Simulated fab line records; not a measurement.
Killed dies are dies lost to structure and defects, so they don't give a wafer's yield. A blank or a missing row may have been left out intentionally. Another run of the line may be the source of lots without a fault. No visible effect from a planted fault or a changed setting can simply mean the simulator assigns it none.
Matching of chambers + flow n5_finfet + N5_BEOL_M12_ETCH_38 on rie_diel-04 has 4 sister chambers
The step etches SiCN in CF4/N2, target depth 68.7 nm, time 73.4 s. 4 wafers are shown with their chamber, then 7 later ones without.

EACH WAFER AND ITS CHAMBER
| wafer  | chamber | drypump_motor_current_A (A) |
|--------|---------|-----------------------------|
| L090.3 | 3       | 5.1                         |
| L097.5 | 1       | 5.5                         |
| L091.1 | 0       | 6.1                         |
| L091.2 | 2       | 5.1                         |

WAFERS WITH NO CHAMBER GIVEN
| wafer  | drypump_motor_current_A (A) |
|--------|-----------------------------|
| L091.3 | 5.6                         |
| L093.1 | 5.6                         |
| L093.4 | 5.1                         |
| L093.5 | 5.1                         |
| L082.1 | 5.2                         |
| L082.3 | 5.6                         |
| L082.6 | 6.1                         |

CHAMBER TAKEN BY EACH
| wafer  | from the rows above     | in truth |
|--------|-------------------------|----------|
| L091.3 | 1                       | 1        |
| L093.1 | 1                       | 1        |
| L093.4 | can't be placed: 2 or 3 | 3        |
| L093.5 | can't be placed: 2 or 3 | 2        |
| L082.1 | can't be placed: 2 or 3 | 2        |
| L082.3 | 1                       | 1        |
| L082.6 | 0                       | 0        |
Correctly placed: 4 of 7. From these rows, 3 cannot be placed; in 3 the true chamber is one of the candidates. Number placed wrongly: 0.
How it was worked out, from the rows above alone: a wafer's distance from a chamber is the root of the sum, over the readings, of the square of ((its reading less the chamber's mean) divided by the reading's scatter). The wafer belongs to the nearest chamber; if the next one is less than 2 further off, it can't be placed. For every chamber, the mean is computed from those of its wafers that are shown. The scatter: with one shown wafer a chamber, the root of the mean of the squares of how far each hidden wafer lies from its nearest shown one.
